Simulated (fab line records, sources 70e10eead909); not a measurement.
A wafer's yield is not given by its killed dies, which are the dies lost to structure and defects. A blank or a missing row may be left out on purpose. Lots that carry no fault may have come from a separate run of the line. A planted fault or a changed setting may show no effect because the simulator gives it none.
Comparing a struck lot with a sound one + flow nand_harc + 20 steps out of a route of 1302
Sound: wafers L936.1, L936.5, L936.6. Struck: wafers L924.1, L924.2, L924.6. Last of all comes the cause.
Per side, at each step with rows, come the tool, then ch with its chambers, and then its first start. Under that, the readings that differ: sound wafers + struck wafers + difference of the means + sigmas: that difference in standard deviations of wafers without a fault.
alike: same words and numbers on both sides, and readings whose means sit less than 2 such deviations apart. not compared: any withheld reading, any reading some wafer has no value for, any bound like >300 that may hide the same value, and any number with overlapping values for which the record gives no deviation.
The two part at a step that has a row with sigmas, a row that says differs or no value, or rows on one side only. Numbers that have no deviation but don't overlap get no sigmas and don't part them. Lack of a reading on every wafer of one side parts them only where that side has two or more wafers.

first, 1 step without rows for these wafers: NHARC_A_STAIRCASE_HARDBAKE_442 (time 140 s).
NHARC_A_STAIRCASE_DESCUM_443: chemistry O2, time 3 s.
  sound on rie_diel-04 ch 0,1,3, day 26 08:59; struck on rie_diel-12 ch 0,3, day 21 19:57
  alike: drypump_motor_current_A, o2_flow_sccm, oes_product_au, rf_vpp_V, showerhead_plenum_p_Torr, throttle_valve_pct
  not compared: rf_hours_counter_h
NHARC_A_STAIRCASE_ETCH_444: etches the open film in C4F8/O2, target depth 20400 nm, time 6800 s.
  sound on rie_diel-04 ch 0,1,2, day 26 10:29; struck on rie_diel-12 ch 0,3, day 21 20:04
| reading               | sound             | struck            | difference | sigmas |
|-----------------------|-------------------|-------------------|------------|--------|
| oes_product_au (a.u.) | 0.963 0.971 0.964 | 0.924 0.932 0.930 | -0.037     | -2     |
  alike: rf_vpp_V
  not compared: rf_hours_counter_h
NHARC_A_STAIRCASE_STRIP_446: strips in O2.
  sound on plasma_asher-01 ch 0,1, day 26 13:27; struck on plasma_asher-02 ch 0,1, day 22 01:20
| reading                     | sound       | struck      | difference | sigmas |
|-----------------------------|-------------|-------------|------------|--------|
| drypump_motor_current_A (A) | 5.5 5.5 5.4 | 6.5 6.0 6.5 | +0.9       | +2     |
  alike: heater_power_w, rf_refl_power_W
  not compared: rf_hours_counter_h
then, 4 steps without rows for these wafers: NHARC_A_STAIRCASE_STRIP_447 (strips in SPM, time 900 s); NHARC_A_STAIRCASE_PRECLEAN_448 (cleans in SC1); NHARC_A_STAIRCASE_SRD_449; NHARC_A_STAIRCASE_CMP_450 (polishes SiO2, target thk 200 nm).
NHARC_A_STAIRCASE_CMP_152: polishes.
  sound on cmp-04 ch 2,3, day 26 14:19; struck on cmp-01 ch 0,1,2, day 22 02:19
  alike: motor_current_A
after that, 1 step had no rows for these wafers: NHARC_A_STAIRCASE_SRD_154.
NHARC_A_STAIRCASE_ETCH_403: etches SiO2 in dHF, target depth 108.2 nm.
  sound on wet_bench-07 ch 0,1,5, day 26 14:38; struck on wet_bench-05 ch 2,3,7, day 22 02:37
NHARC_A_STAIRCASE_ETCHBACK_422: etches the open film in CH3F/O2, target depth 40 nm, time 74.286 s.
  sound on rie_diel-04 ch 0,2,3, day 26 14:49; struck on rie_diel-02 ch 1,2,3, day 22 02:49
  alike: drypump_motor_current_A, o2_flow_sccm, oes_product_au, rf_vpp_V, showerhead_plenum_p_Torr, throttle_valve_pct
  not compared: rf_hours_counter_h
then, 6 steps without rows for these wafers: NHARC_A_STAIRCASE_ETCH_423 (etches SiO2 in dHF, target depth 30 nm); NHARC_A_STAIRCASE_ETCHBACK_157 (etches the open film in CH3F/O2, target depth 90 nm, time 167.14 s); NHARC_A_STAIRCASE_STRIP_475 (strips in O2, time 20 s); NHARC_A_STAIRCASE_DEP_471 (deposits SiO2, target thk 100 nm); NHARC_A_STAIRCASE_CMP_472 (polishes SiO2); NHARC_A_STAIRCASE_SRD_474.
NHARC_A_STAIRCASE_INSPECT_155:
  sound on defect_inspect-02, day 26 16:25; struck on defect_inspect-01, day 22 04:08
  alike: raw_defect_count
-- the record jumps here: 5 days lie between the struck wafers' starts before and after (it left off in module A_STAIRCASE and takes up again in module END, whose first step shown is number 1302 of the route) --
NHARC_END_SORT_01:
  only the struck wafers appear in the record here, on prober-02 ch 0 at day 27 08:49; the sound ones have no rows

## WHERE THEY PART
At NHARC_A_STAIRCASE_ETCH_444 first; at NHARC_END_SORT_01 last (within this record only).

WHY: the cause the simulator had injected
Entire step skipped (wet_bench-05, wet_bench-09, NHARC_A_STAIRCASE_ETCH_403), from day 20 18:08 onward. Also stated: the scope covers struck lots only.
